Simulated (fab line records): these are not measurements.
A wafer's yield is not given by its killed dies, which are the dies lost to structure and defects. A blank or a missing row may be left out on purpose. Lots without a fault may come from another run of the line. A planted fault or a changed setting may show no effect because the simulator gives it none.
fab line records	flow n5_finfet
record: lots: 24	wafers: 72	last_day: 18
route steps=1938 shown BEOL_M3@973 BEOL_M4@1024
lots untouched by any fault: they come from a run of this same line in which no faults occurred
start_h: start of the lot's first displayed wafer, in hours after the record's first day	wait_h: time in hours since the lot's previous step	" as in the row above	L1.1+2: a single row standing in for several wafers	- either no value or no given start	* or withheld: withheld	< > ~ a bound
route shown NAME@n: a module of which the file shows steps, and the number in the route of the first	usual: the fault-free wafers' mean and standard deviation	same: alike in all rows	chamber/n: place in a boat	sites: readings site by site	_std_site: the values' standard deviation	_edge_site: the outer-site mean with the inner-site mean subtracted	radius_mm: for every site, how far away it sits from the centre of the wafer	mask NAME#n: copy n	behind: the last tool/chamber to shape the wafer	hold: why the lot was held/for how many hours/how that ended	device: the transistor (n, p or np) that didn't switch	end of line: at the end of the route, the tests of the same wafers	a step without rows: its recipe alone	killed: dies that structure and defects cost at the first sort, which is not the same as the wafer's yield	map: per-die view of a wafer (x killed, . not killed, _ where there is no die)
set.NAME: setting as actually run; set.NAME@STEP: the setting as run at that earlier step	model.NAME: the simulator's own value behind a step, which no gauge read
the route's steps for a sample of lots (tables are steps, rows are wafers)
services: the hour from which a tool's chamber was out of use, counted from the record's first day as start_h (under 0 if before that day), plus the number of hours and why
== steps ==
step: N5_BEOL_M3_ETCHBACK_99
recipe: chemistry: CHF3	target: SiO2	target_depth_a: 50	time_s: 10.4	source_w: 215	bias_w: 47	Ar_flow_sccm: 200	CHF3_flow_sccm: 12	ion_energy_ev: 100	pressure_mtorr: 30
usual: CHF3_flow_sccm: 12.00/0.038	drypump_motor_current_A: 5.6/0.34	oes_ar_750_au: 0.77/0.093	oes_product_au: 0.77/0.096	rf_vpp_V: 242.5/2.9	showerhead_plenum_p_Torr: 2.16/0.076	throttle_valve_pct: 17.07/0.19
lot.wafer	tool	chamber	start_h	wait_h	CHF3_flow_sccm	drypump_motor_current_A	oes_ar_750_au	oes_product_au	rf_hours_counter_h	rf_vpp_V	showerhead_plenum_p_Torr	throttle_valve_pct
L074.3	rie_diel-04	1	179.60	0.5	11.90	5.9	0.71	0.72	171	244.5	2.24	17.04
L074.4	"	2	"	"	12.02	5.7	0.69	0.67	246	239.7	2.13	17.17
L074.5	"	1	"	"	11.93	5.9	0.71	0.71	-	245.1	2.24	17.04
L075.3	rie_diel-04	1	185.45	2.9	12.01	5.9	0.71	0.72	173	244.8	2.24	17.03
L075.4	"	0	"	"	12.06	5.7	0.71	0.70	188	245.0	2.14	17.45
L075.6	"	3	"	"	11.95	5.5	0.71	0.71	-	243.4	2.03	17.34
L076.1	rie_diel-02	0	188.49	3.8	11.94	5.3	0.71	0.72	184	242.5	2.03	17.07
L076.2	"	1	"	"	12.03	5.9	0.66	0.66	240	240.1	2.22	17.15
L076.5	"	1	"	"	12.00	5.8	0.67	0.66	-	241.3	2.22	17.15
L077.1	rie_diel-02	2	188.86	3.3	12.04	5.6	0.68	0.67	245	244.8	2.21	17.19
L077.3	"	1	"	"	12.03	5.8	0.67	0.66	240	241.7	2.22	17.15
L077.6	"	0	"	"	11.98	5.3	0.71	0.71	-	243.6	2.03	17.06
L079.1	rie_diel-04	0	188.99	2.5	12.00	5.7	0.71	0.71	189	244.4	2.14	17.48
L079.3	"	1	"	"	12.01	5.9	0.71	0.72	174	243.5	2.24	17.03
L079.5	"	3	"	"	11.98	5.5	0.70	0.71	-	244.6	2.03	17.35
L080.1	rie_diel-05	2	189.18	2.6	12.02	5.8	0.75	0.74	163	236.6	2.14	16.92
L080.4	"	3	"	"	12.07	6.3	0.94	0.95	8	247.8	2.29	17.05
L080.5	"	2	"	"	11.95	5.9	0.75	0.72	-	237.0	2.14	16.92
L078.1	rie_diel-04	0	193.13	1.7	11.97	5.7	0.70	0.70	190	244.4	2.14	17.47
L078.4	"	2	"	"	12.02	5.8	0.68	0.67	250	239.5	2.13	17.15
L078.5	"	2	"	"	12.04	5.7	0.68	0.67	-	238.5	2.13	17.15
L081.1	rie_diel-02	0	195.37	0.9	12.01	5.3	0.71	0.72	187	242.0	2.03	17.08
L081.3	"	1	"	"	11.96	5.8	0.66	0.66	242	240.1	2.22	17.16
L081.6	"	2	"	"	12.06	5.7	0.68	0.67	-	243.4	2.21	17.21
L082.1	rie_diel-05	3	195.39	0.2	12.06	6.3	0.93	0.94	10	248.1	2.29	17.04
L082.4	"	0	"	"	11.99	5.3	0.72	0.72	179	243.1	2.14	17.07
L082.5	"	3	"	"	12.03	6.3	0.93	0.96	-	247.3	2.29	17.04
L083.3	rie_diel-02	3	230.13	21.4	12.02	5.5	0.92	0.92	6	241.7	2.11	17.05
L083.5	"	2	"	"	12.02	5.7	0.98	0.97	-	243.7	2.21	16.70
L083.6	"	3	"	"	12.01	5.4	0.93	0.93	-	242.1	2.11	17.03
L084.2	rie_diel-05	2	232.16	23.5	11.98	5.9	0.74	0.73	168	237.2	2.14	16.91
L084.5	"	3	"	"	12.04	6.3	0.91	0.92	-	246.9	2.29	17.05
L084.6	"	0	"	"	11.94	5.4	0.71	0.71	-	243.2	2.14	17.05
L085.2	rie_diel-05	1	232.63	19.2	12.03	5.1	0.85	0.84	51	240.1	2.18	16.84
L085.3	"	0	"	"	11.97	5.3	0.71	0.71	184	245.0	2.14	17.07
L085.5	"	0	"	"	12.04	5.3	0.71	0.71	-	243.6	2.14	17.08
L086.2	rie_diel-02	0	235.90	9.8	12.00	5.3	0.70	0.71	198	245.5	2.03	17.08
L086.3	"	3	"	"	12.09	5.5	0.91	0.93	8	243.4	2.11	17.05
L086.6	"	2	"	"	11.99	5.6	0.97	0.97	-	244.4	2.21	16.72
L087.3	rie_diel-04	3	249.56	0.4	12.07	5.5	0.70	0.70	236	244.8	2.02	17.38
L087.4	"	0	"	"	12.01	5.7	0.70	0.71	-	245.8	2.14	17.49
L087.5	"	3	"	"	12.02	5.5	0.70	0.70	-	243.6	2.02	17.39
L088.1	rie_diel-05	2	249.70	0.3	11.93	5.9	0.74	0.72	171	235.9	2.14	16.92
L088.2	"	0	"	"	11.97	5.3	0.72	0.72	187	244.8	2.14	17.09
L088.3	"	1	"	"	11.98	5.1	0.83	0.84	54	242.8	2.18	16.85
L089.1	rie_diel-04	2	260.73	6.1	12.04	5.7	0.92	0.92	10	239.8	2.13	16.77
L089.3	"	0	"	"	12.00	5.7	0.69	0.70	206	243.9	2.14	17.48
L089.5	"	0	"	"	12.00	5.7	0.69	0.69	-	245.6	2.13	17.50
L090.1	rie_diel-05	2	264.10	9.1	11.95	5.9	0.74	0.72	175	236.0	2.14	16.95
L090.2	"	0	"	"	12.07	5.4	0.70	0.71	190	244.5	2.14	17.08
L090.6	"	0	"	"	12.04	5.3	0.71	0.71	-	244.3	2.14	17.09
L091.1	rie_diel-05	1	271.04	0.1	12.02	5.1	0.84	0.82	60	240.8	2.18	16.85
L091.4	"	0	"	"	11.99	5.3	0.70	0.71	193	244.0	2.14	17.09
L091.5	"	0	"	"	11.97	5.3	0.71	0.72	-	243.6	2.14	17.08
L092.2	rie_diel-05	2	277.99	1.1	11.99	5.9	0.74	0.71	178	237.6	2.14	16.95
L092.4	"	3	"	"	12.02	6.3	0.89	0.90	24	248.2	2.28	17.06
L092.6	"	0	"	"	11.96	5.3	0.70	0.70	-	245.0	2.14	17.08
L093.2	rie_diel-05	2	281.70	4.8	12.02	5.9	0.74	0.71	180	236.7	2.14	16.95
L093.3	"	1	"	"	11.99	5.1	0.83	0.83	63	239.4	2.18	16.85
L093.6	"	2	"	"	11.97	5.9	0.74	0.71	-	236.9	2.14	16.95
L094.1	rie_diel-02	1	288.82	11.8	12.03	5.9	0.91	0.91	10	240.4	2.21	16.68
L094.2	"	3	"	"	12.04	5.5	0.89	0.91	18	241.2	2.10	17.04
L094.4	"	0	"	"	11.97	5.3	0.70	0.70	213	241.9	2.02	17.10
L095.4	rie_diel-04	1	292.12	10.6	11.96	5.9	0.69	0.71	200	243.1	2.23	17.07
L095.5	"	1	"	"	11.95	5.9	0.70	0.71	-	243.7	2.23	17.06
L095.6	"	2	"	"	11.99	5.7	0.90	0.92	-	239.5	2.13	16.78
L097.2	rie_diel-05	1	295.21	9.3	11.99	5.1	0.82	0.81	66	240.2	2.18	16.88
L097.3	"	2	"	"	11.99	5.9	0.73	0.73	183	237.0	2.14	16.95
L097.6	"	1	"	"	12.02	5.1	0.83	0.82	-	240.5	2.18	16.87
L096.1	rie_diel-02	1	295.27	8.9	12.08	5.8	0.90	0.91	12	241.5	2.21	16.71
L096.3	"	2	"	"	12.08	5.7	0.92	0.90	20	243.1	2.21	16.75
L096.5	"	0	"	"	12.04	5.3	0.69	0.70	-	242.4	2.02	17.10
step: N5_BEOL_M3_ETCH_41
recipe: chemistry: CH3F/O2	target: SiCN	target_depth_a: 299	taper_deg: 2	time_s: 52.5	ion_energy_ev: 120	mask_material: TiN	pressure_mtorr: 30	source_w: 395	bias_w: 75	Ar_flow_sccm: 150	CH3F_flow_sccm: 30	O2_flow_sccm: 20
usual: drypump_motor_current_A: 5.6/0.34	oes_product_au: 0.77/0.096	rf_vpp_V: 297.5/1.6	showerhead_plenum_p_Torr: 2.00/0.07	throttle_valve_pct: 16.32/0.2
lot.wafer	tool	chamber	start_h	wait_h	drypump_motor_current_A	oes_product_au	rf_hours_counter_h	rf_vpp_V	showerhead_plenum_p_Torr	throttle_valve_pct
L074.3	rie_diel-04	1	-	-	5.9	0.72	171	299.1	2.08	16.26
L074.4	"	2	"	"	5.7	0.67	246	297.9	1.98	16.41
L074.5	"	1	"	"	5.9	0.72	-	298.7	2.08	16.27
L075.3	rie_diel-04	1	-	-	5.9	0.72	173	298.7	2.08	16.28
L075.4	"	0	"	"	5.7	0.71	188	297.8	1.99	16.71
L075.6	"	3	"	"	5.5	0.70	-	295.4	1.89	16.64
L076.1	rie_diel-02	0	-	-	5.3	0.72	184	294.3	1.89	16.36
L076.2	"	1	"	"	5.8	0.67	240	299.7	2.06	16.42
L076.5	"	1	"	"	5.8	0.66	-	296.7	2.06	16.42
L077.1	rie_diel-02	2	-	-	5.7	0.67	245	297.8	2.05	16.42
L077.3	"	1	"	"	5.8	0.66	240	298.6	2.06	16.42
L077.6	"	0	"	"	5.3	0.71	-	296.2	1.89	16.35
L079.1	rie_diel-04	0	-	-	5.7	0.70	189	296.8	1.99	16.70
L079.3	"	1	"	"	5.9	0.72	174	297.8	2.08	16.26
L079.5	"	3	"	"	5.5	0.71	-	294.7	1.89	16.65
L080.1	rie_diel-05	2	-	-	5.9	0.73	163	296.2	1.99	16.16
L080.4	"	3	"	"	6.3	0.95	8	300.9	2.13	16.28
L080.5	"	2	"	"	5.8	0.74	-	296.1	1.99	16.16
L078.1	rie_diel-04	0	-	-	5.7	0.71	190	297.4	1.99	16.72
L078.4	"	2	"	"	5.7	0.67	250	297.6	1.98	16.41
L078.5	"	2	"	"	5.7	0.67	-	296.1	1.98	16.41
L081.1	rie_diel-02	0	-	-	5.3	0.72	187	296.0	1.89	16.35
L081.3	"	1	"	"	5.9	0.67	242	299.1	2.06	16.41
L081.6	"	2	"	"	5.7	0.67	-	300.1	2.05	16.43
L082.1	rie_diel-05	3	-	-	6.3	0.94	10	300.0	2.13	16.29
L082.4	"	0	"	"	5.3	0.73	179	297.7	1.99	16.30
L082.5	"	3	"	"	6.3	0.94	-	299.7	2.13	16.28
L083.3	rie_diel-02	3	-	-	5.5	0.94	7	297.4	1.96	16.27
L083.5	"	2	"	"	5.7	0.97	-	298.6	2.05	15.93
L083.6	"	3	"	"	5.5	0.94	-	297.1	1.96	16.27
L084.2	rie_diel-05	2	-	-	5.9	0.73	168	298.9	1.99	16.17
L084.5	"	3	"	"	6.3	0.93	-	301.1	2.13	16.30
L084.6	"	0	"	"	5.3	0.73	-	297.3	1.99	16.30
L085.2	rie_diel-05	1	-	-	5.1	0.85	51	298.3	2.03	16.09
L085.3	"	0	"	"	5.3	0.72	184	295.6	1.99	16.30
L085.5	"	0	"	"	5.4	0.72	-	297.5	1.99	16.32
L086.2	rie_diel-02	0	-	-	5.3	0.70	198	296.3	1.89	16.38
L086.3	"	3	"	"	5.5	0.93	8	298.6	1.95	16.27
L086.6	"	2	"	"	5.7	0.96	-	298.1	2.05	15.93
L087.3	rie_diel-04	3	-	-	5.5	0.69	237	295.9	1.88	16.66
L087.4	"	0	"	"	5.7	0.70	-	297.5	1.98	16.73
L087.5	"	3	"	"	5.5	0.69	-	295.6	1.88	16.66
L088.1	rie_diel-05	2	-	-	5.9	0.72	172	296.4	1.99	16.18
L088.2	"	0	"	"	5.3	0.72	187	296.3	1.99	16.31
L088.3	"	1	"	"	5.1	0.84	54	298.5	2.03	16.07
L089.1	rie_diel-04	2	-	-	5.8	0.93	10	295.6	1.98	16.00
L089.3	"	0	"	"	5.7	0.70	206	298.4	1.98	16.73
L089.5	"	0	"	"	5.7	0.70	-	296.3	1.98	16.73
L090.1	rie_diel-05	2	-	-	5.9	0.72	175	296.7	1.99	16.19
L090.2	"	0	"	"	5.3	0.72	191	298.7	1.98	16.32
L090.6	"	0	"	"	5.3	0.71	-	297.9	1.99	16.35
L091.1	rie_diel-05	1	-	-	5.1	0.83	60	297.2	2.03	16.10
L091.4	"	0	"	"	5.3	0.71	193	296.7	1.98	16.34
L091.5	"	0	"	"	5.3	0.71	-	295.7	1.98	16.33
L092.2	rie_diel-05	2	-	-	5.9	0.72	178	296.4	1.99	16.19
L092.4	"	3	"	"	6.3	0.90	24	298.8	2.13	16.31
L092.6	"	0	"	"	5.3	0.71	-	296.9	1.98	16.33
L093.2	rie_diel-05	2	-	-	5.8	0.72	180	298.4	1.98	16.19
L093.3	"	1	"	"	5.1	0.82	63	297.9	2.03	16.10
L093.6	"	2	"	"	5.9	0.71	-	295.8	1.98	16.19
L094.1	rie_diel-02	1	-	-	5.9	0.92	10	298.3	2.06	15.93
L094.2	"	3	"	"	5.5	0.91	18	294.5	1.95	16.28
L094.4	"	0	"	"	5.3	0.71	213	294.7	1.88	16.41
L095.4	rie_diel-04	1	-	-	5.9	0.71	200	297.6	2.07	16.32
L095.5	"	1	"	"	5.9	0.70	-	298.0	2.07	16.33
L095.6	"	2	"	"	5.7	0.91	-	295.6	1.97	16.01
L097.2	rie_diel-05	1	-	-	5.1	0.81	66	299.5	2.03	16.11
L097.3	"	2	"	"	5.9	0.71	183	296.2	1.98	16.19
L097.6	"	1	"	"	5.1	0.81	-	298.6	2.03	16.10
L096.1	rie_diel-02	1	-	-	5.8	0.90	12	298.4	2.05	15.94
L096.3	"	2	"	"	5.6	0.89	20	298.3	2.05	15.96
L096.5	"	0	"	"	5.3	0.70	-	294.9	1.88	16.41
step: N5_BEOL_M3_CD_MEAS_35
recipe: target_cd_nm: 18	target_cd_y_nm: 21	polarity: opening
usual: cd_nm: 17.9/0.38
lot.wafer	tool	chamber	start_h	wait_h	cd_nm
L074.3	cd_sem-02	-	180.15	0.0	17.6
L074.4	"	-	"	"	18.1
L074.5	"	-	"	"	18.2
L075.3	cd_sem-02	-	185.99	0.0	17.9
L075.4	"	-	"	"	17.7
L075.6	"	-	"	"	18.4
L076.1	cd_sem-01	-	189.03	0.0	17.6
L076.2	"	-	"	"	17.4
L076.5	"	-	"	"	17.5
L077.1	cd_sem-03	-	189.40	0.0	18.1
L077.3	"	-	"	"	17.7
L077.6	"	-	"	"	18.1
L079.1	cd_sem-01	-	189.53	0.0	18.1
L079.3	"	-	"	"	18.3
L079.5	"	-	"	"	18.7
L080.1	cd_sem-03	-	189.72	0.0	18.8
L080.4	"	-	"	"	18.3
L080.5	"	-	"	"	17.8
L078.1	cd_sem-01	-	193.67	0.0	17.7
L078.4	"	-	"	"	18.5
L078.5	"	-	"	"	17.8
L081.1	cd_sem-03	-	195.92	0.0	17.5
L081.3	"	-	"	"	17.8
L081.6	"	-	"	"	17.9
L082.1	cd_sem-01	-	195.94	0.0	17.9
L082.4	"	-	"	"	17.6
L082.5	"	-	"	"	17.9
L083.3	cd_sem-01	-	231.45	0.0	18.0
L083.5	"	-	"	"	18.4
L083.6	"	-	"	"	17.6
L084.2	cd_sem-01	-	232.70	0.0	17.7
L084.5	"	-	"	"	17.3
L084.6	"	-	"	"	18.0
L085.2	cd_sem-02	-	233.17	0.0	17.6
L085.3	"	-	"	"	18.2
L085.5	"	-	"	"	17.9
L086.2	cd_sem-02	-	236.44	0.0	17.6
L086.3	"	-	"	"	17.7
L086.6	"	-	"	"	17.7
L087.3	cd_sem-03	-	250.11	0.0	18.3
L087.4	"	-	"	"	18.6
L087.5	"	-	"	"	19.0
L088.1	cd_sem-03	-	250.24	0.0	17.9
L088.2	"	-	"	"	17.6
L088.3	"	-	"	"	18.5
L089.1	cd_sem-02	-	261.28	0.0	17.7
L089.3	"	-	"	"	17.4
L089.5	"	-	"	"	18.1
L090.1	cd_sem-01	-	264.64	0.0	17.7
L090.2	"	-	"	"	17.6
L090.6	"	-	"	"	17.5
L091.1	cd_sem-03	-	271.58	0.0	18.8
L091.4	"	-	"	"	18.1
L091.5	"	-	"	"	17.8
L092.2	cd_sem-01	-	278.63	0.0	18.0
L092.4	"	-	"	"	17.9
L092.6	"	-	"	"	18.5
L093.2	cd_sem-01	-	282.25	0.0	18.4
L093.3	"	-	"	"	17.7
L093.6	"	-	"	"	17.8
L094.1	cd_sem-02	-	289.36	0.0	18.4
L094.2	"	-	"	"	17.2
L094.4	"	-	"	"	18.2
L095.4	cd_sem-03	-	292.67	0.0	18.1
L095.5	"	-	"	"	17.7
L095.6	"	-	"	"	18.3
L097.2	cd_sem-01	-	295.76	0.0	17.5
L097.3	"	-	"	"	17.8
L097.6	"	-	"	"	18.7
L096.1	cd_sem-02	-	295.82	0.0	17.5
L096.3	"	-	"	"	17.5
L096.5	"	-	"	"	18.1
step: N5_BEOL_M3_SPUTTER_79
recipe: material: Cu	target_thk_a: 45	temp_c: -20	chamber_pressure_pa: 0.07	power_w: withheld	time_s: 8.29
usual: chuck_gas_flow_sccm: 1.26/0.049	throttle_valve_pct: 30.1/1.4
lot.wafer	tool	chamber	start_h	wait_h	chuck_gas_flow_sccm	throttle_valve_pct
L074.3	pvd_sputter-03	-	181.37	0.1	1.25	29.7
L074.4	"	-	"	"	1.35	27.4
L074.5	"	-	"	"	1.27	27.3
L075.3	pvd_sputter-02	-	187.21	0.1	1.24	30.9
L075.4	"	-	"	"	1.29	29.6
L075.6	"	-	"	"	1.26	30.1
L076.1	pvd_sputter-01	-	190.40	0.1	1.29	30.6
L076.2	"	-	"	"	1.27	29.6
L076.5	"	-	"	"	1.23	31.1
L077.1	pvd_sputter-02	-	190.85	0.1	1.19	29.3
L077.3	"	-	"	"	1.26	30.8
L077.6	"	-	"	"	1.22	30.2
L079.1	pvd_sputter-01	-	192.24	0.1	1.27	28.8
L079.3	"	-	"	"	1.27	30.6
L079.5	"	-	"	"	1.33	29.6
L080.1	pvd_sputter-03	-	192.36	0.1	1.27	33.6
L080.4	"	-	"	"	1.20	29.6
L080.5	"	-	"	"	1.31	29.8
L078.1	pvd_sputter-01	-	196.45	0.1	1.30	31.3
L078.4	"	-	"	"	1.19	29.5
L078.5	"	-	"	"	1.33	30.4
L081.1	pvd_sputter-01	-	198.29	0.1	1.29	31.0
L081.3	"	-	"	"	1.16	30.5
L081.6	"	-	"	"	1.27	29.4
L082.1	pvd_sputter-03	-	198.87	0.1	1.24	33.5
L082.4	"	-	"	"	1.29	30.3
L082.5	"	-	"	"	1.22	29.5
L083.3	pvd_sputter-02	-	233.61	0.1	1.31	29.5
L083.5	"	-	"	"	1.31	30.6
L083.6	"	-	"	"	1.29	30.9
L084.2	pvd_sputter-01	-	233.94	0.1	1.24	29.1
L084.5	"	-	"	"	1.28	30.6
L084.6	"	-	"	"	1.23	30.9
L085.2	pvd_sputter-01	-	235.86	0.1	1.26	29.5
L085.3	"	-	"	"	1.32	28.9
L085.5	"	-	"	"	1.13	29.5
L086.2	pvd_sputter-01	-	237.82	0.1	1.25	31.2
L086.3	"	-	"	"	1.29	28.6
L086.6	"	-	"	"	1.27	31.2
L087.3	pvd_sputter-03	-	251.26	0.1	1.22	29.6
L087.4	"	-	"	"	1.18	27.3
L087.5	"	-	"	"	1.27	33.5
L088.1	pvd_sputter-02	-	251.33	0.1	1.24	29.3
L088.2	"	-	"	"	1.13	30.9
L088.3	"	-	"	"	1.38	31.1
L089.1	pvd_sputter-01	-	262.27	0.1	1.23	30.7
L089.3	"	-	"	"	1.28	31.0
L089.5	"	-	"	"	1.26	30.5
L090.1	pvd_sputter-02	-	267.14	0.1	1.22	29.9
L090.2	"	-	"	"	1.17	29.5
L090.6	"	-	"	"	1.22	31.2
L091.1	pvd_sputter-01	-	274.47	0.1	1.24	30.7
L091.4	"	-	"	"	1.25	28.7
L091.5	"	-	"	"	1.26	31.1
L092.2	pvd_sputter-01	-	280.09	0.1	1.24	29.6
L092.4	"	-	"	"	1.29	31.1
L092.6	"	-	"	"	1.37	31.1
L093.2	pvd_sputter-03	-	283.34	0.1	1.29	27.5
L093.3	"	-	"	"	1.27	33.5
L093.6	"	-	"	"	1.31	27.2
L094.1	pvd_sputter-01	-	290.67	0.1	1.26	31.1
L094.2	"	-	"	"	1.21	30.0
L094.4	"	-	"	"	1.20	28.6
L095.4	pvd_sputter-01	-	294.03	0.1	1.30	30.4
L095.5	"	-	"	"	1.27	30.9
L095.6	"	-	"	"	1.25	28.9
L097.2	pvd_sputter-03	-	297.77	0.1	1.29	27.2
L097.3	"	-	"	"	1.31	33.4
L097.6	"	-	"	"	1.38	27.4
L096.1	pvd_sputter-01	-	298.85	0.1	1.19	30.5
L096.3	"	-	"	"	1.25	28.9
L096.5	"	-	"	"	1.25	29.7
step: N5_BEOL_M3_ANNEAL_87
recipe: temp_c: 400	time_s: 240	ambient: vacuum
usual: heater_power_w: 827/94
lot.wafer	tool	chamber	start_h	wait_h	heater_power_w
L074.3	pvd_sputter-03	-	181.89	0.0	986
L074.4	"	-	"	"	829
L074.5	"	-	"	"	828
L075.3	pvd_sputter-02	-	187.73	0.0	771
L075.4	"	-	"	"	821
L075.6	"	-	"	"	828
L076.1	pvd_sputter-01	-	190.92	0.0	660
L076.2	"	-	"	"	797
L076.5	"	-	"	"	973
L077.1	pvd_sputter-02	-	191.37	0.0	814
L077.3	"	-	"	"	819
L077.6	"	-	"	"	844
L079.1	pvd_sputter-01	-	192.76	0.0	794
L079.3	"	-	"	"	654
L079.5	"	-	"	"	783
L080.1	pvd_sputter-03	-	192.88	0.0	917
L080.4	"	-	"	"	986
L080.5	"	-	"	"	966
L078.1	pvd_sputter-01	-	196.97	0.0	966
L078.4	"	-	"	"	758
L078.5	"	-	"	"	678
L081.1	pvd_sputter-01	-	198.81	0.0	974
L081.3	"	-	"	"	674
L081.6	"	-	"	"	782
L082.1	pvd_sputter-03	-	199.39	0.0	923
L082.4	"	-	"	"	794
L082.5	"	-	"	"	971
L083.3	pvd_sputter-02	-	234.13	0.0	823
L083.5	"	-	"	"	828
L083.6	"	-	"	"	783
L084.2	pvd_sputter-01	-	234.46	0.0	808
L084.5	"	-	"	"	668
L084.6	"	-	"	"	1005
L085.2	pvd_sputter-01	-	236.38	0.0	776
L085.3	"	-	"	"	790
L085.5	"	-	"	"	781
L086.2	pvd_sputter-01	-	238.34	0.0	976
L086.3	"	-	"	"	779
L086.6	"	-	"	"	965
L087.3	pvd_sputter-03	-	251.78	0.0	941
L087.4	"	-	"	"	841
L087.5	"	-	"	"	946
L088.1	pvd_sputter-02	-	251.85	0.0	815
L088.2	"	-	"	"	807
L088.3	"	-	"	"	759
L089.1	pvd_sputter-01	-	262.79	0.0	646
L089.3	"	-	"	"	968
L089.5	"	-	"	"	656
L090.1	pvd_sputter-02	-	267.66	0.0	851
L090.2	"	-	"	"	802
L090.6	"	-	"	"	764
L091.1	pvd_sputter-01	-	274.99	0.0	663
L091.4	"	-	"	"	775
L091.5	"	-	"	"	947
L092.2	pvd_sputter-01	-	280.61	0.0	821
L092.4	"	-	"	"	955
L092.6	"	-	"	"	948
L093.2	pvd_sputter-03	-	283.86	0.0	833
L093.3	"	-	"	"	940
L093.6	"	-	"	"	848
L094.1	pvd_sputter-01	-	291.19	0.0	980
L094.2	"	-	"	"	773
L094.4	"	-	"	"	772
L095.4	pvd_sputter-01	-	294.55	0.0	669
L095.5	"	-	"	"	666
L095.6	"	-	"	"	775
L097.2	pvd_sputter-03	-	298.29	0.0	843
L097.3	"	-	"	"	930
L097.6	"	-	"	"	839
L096.1	pvd_sputter-01	-	299.37	0.0	673
L096.3	"	-	"	"	793
L096.5	"	-	"	"	780
step: N5_BEOL_M4_HM_DEP_02
recipe: material: TiN	target_thk_a: 200	temp_c: 25	chamber_pressure_pa: 0.49996
usual: throttle_valve_pct: 30.1/1.3
lot.wafer	tool	chamber	start_h	wait_h	throttle_valve_pct
L074.3	pvd_sputter-01	-	186.13	2.0	28.5
L074.4	"	-	"	"	31.2
L074.5	"	-	"	"	28.7
L075.3	pvd_sputter-02	-	190.02	0.0	30.1
L075.4	"	-	"	"	31.1
L075.6	"	-	"	"	30.3
L076.1	pvd_sputter-02	-	193.29	0.1	30.9
L076.2	"	-	"	"	30.2
L076.5	"	-	"	"	29.9
L077.1	pvd_sputter-01	-	195.80	2.2	30.6
L077.3	"	-	"	"	28.8
L077.6	"	-	"	"	28.9
L079.1	pvd_sputter-01	-	195.90	0.9	28.8
L079.3	"	-	"	"	31.0
L079.5	"	-	"	"	29.0
L080.1	pvd_sputter-02	-	196.00	0.7	31.1
L080.4	"	-	"	"	30.4
L080.5	"	-	"	"	31.3
L078.1	pvd_sputter-02	-	199.97	0.3	29.4
L078.4	"	-	"	"	30.8
L078.5	"	-	"	"	29.9
L081.1	pvd_sputter-02	-	201.12	0.0	31.2
L081.3	"	-	"	"	30.5
L081.6	"	-	"	"	31.2
L082.1	pvd_sputter-01	-	202.23	0.6	30.9
L082.4	"	-	"	"	29.6
L082.5	"	-	"	"	29.4
L083.3	pvd_sputter-02	-	236.57	0.2	29.4
L083.5	"	-	"	"	31.0
L083.6	"	-	"	"	29.5
L084.2	pvd_sputter-02	-	236.81	0.1	30.8
L084.5	"	-	"	"	30.5
L084.6	"	-	"	"	31.0
L085.2	pvd_sputter-02	-	240.73	0.5	30.0
L085.3	"	-	"	"	30.5
L085.5	"	-	"	"	29.9
L086.2	pvd_sputter-03	-	241.91	0.4	27.5
L086.3	"	-	"	"	29.6
L086.6	"	-	"	"	30.3
L087.3	pvd_sputter-03	-	257.57	3.3	30.2
L087.4	"	-	"	"	33.4
L087.5	"	-	"	"	27.2
L088.1	pvd_sputter-03	-	257.87	3.3	27.3
L088.2	"	-	"	"	29.8
L088.3	"	-	"	"	29.4
L089.1	pvd_sputter-03	-	265.08	0.0	33.5
L089.3	"	-	"	"	27.4
L089.5	"	-	"	"	33.4
L090.1	pvd_sputter-01	-	271.25	0.5	29.5
L090.2	"	-	"	"	31.2
L090.6	"	-	"	"	30.5
L091.1	pvd_sputter-01	-	278.95	1.5	28.9
L091.4	"	-	"	"	29.6
L091.5	"	-	"	"	29.0
L092.2	pvd_sputter-03	-	283.02	0.2	30.2
L092.4	"	-	"	"	29.5
L092.6	"	-	"	"	29.4
L093.2	pvd_sputter-02	-	289.23	3.1	29.5
L093.3	"	-	"	"	30.1
L093.6	"	-	"	"	30.6
L094.1	pvd_sputter-03	-	295.49	2.0	33.4
L094.2	"	-	"	"	27.4
L094.4	"	-	"	"	30.2
L095.4	pvd_sputter-02	-	299.17	2.3	30.7
L095.5	"	-	"	"	29.4
L095.6	"	-	"	"	29.9
L097.2	pvd_sputter-01	-	301.01	0.3	29.5
L097.3	"	-	"	"	30.6
L097.6	"	-	"	"	29.8
L096.1	pvd_sputter-01	-	303.86	2.1	30.7
L096.3	"	-	"	"	29.4
L096.5	"	-	"	"	29.8
== services ==
tool	chamber	start_h	hours	kind
rie_diel-02	3	158.29	9.1	repair
pvd_sputter-02	-	159.51	2.8	repair
rie_diel-02	3	186.90	-	clean
rie_diel-02	3	186.90	-	consumable_replace:focus_ring
rie_diel-02	3	186.90	19.3	scheduled_down
rie_diel-02	3	186.90	19.3	vent_cycle
rie_diel-02	1	189.70	2.6	repair
rie_diel-04	2	193.49	-	clean
rie_diel-04	2	193.49	-	consumable_replace:focus_ring
rie_diel-04	2	193.49	13.0	scheduled_down
rie_diel-04	2	193.49	13.0	vent_cycle
rie_diel-02	2	206.43	-	clean
rie_diel-02	2	206.43	-	consumable_replace:focus_ring
rie_diel-02	2	206.43	20.5	scheduled_down
rie_diel-02	2	206.43	20.5	vent_cycle
pvd_sputter-02	-	207.13	4.6	repair
rie_diel-04	0	207.73	1.7	repair
rie_diel-02	1	228.55	-	clean
rie_diel-02	1	228.55	-	consumable_replace:focus_ring
rie_diel-02	1	228.55	24.3	scheduled_down
pvd_sputter-03	-	239.40	1.2	repair
rie_diel-04	2	240.24	10.5	repair
rie_diel-02	-	257.01	2.8	pm
rie_diel-02	3	261.30	17.6	repair
== key ==
fault none
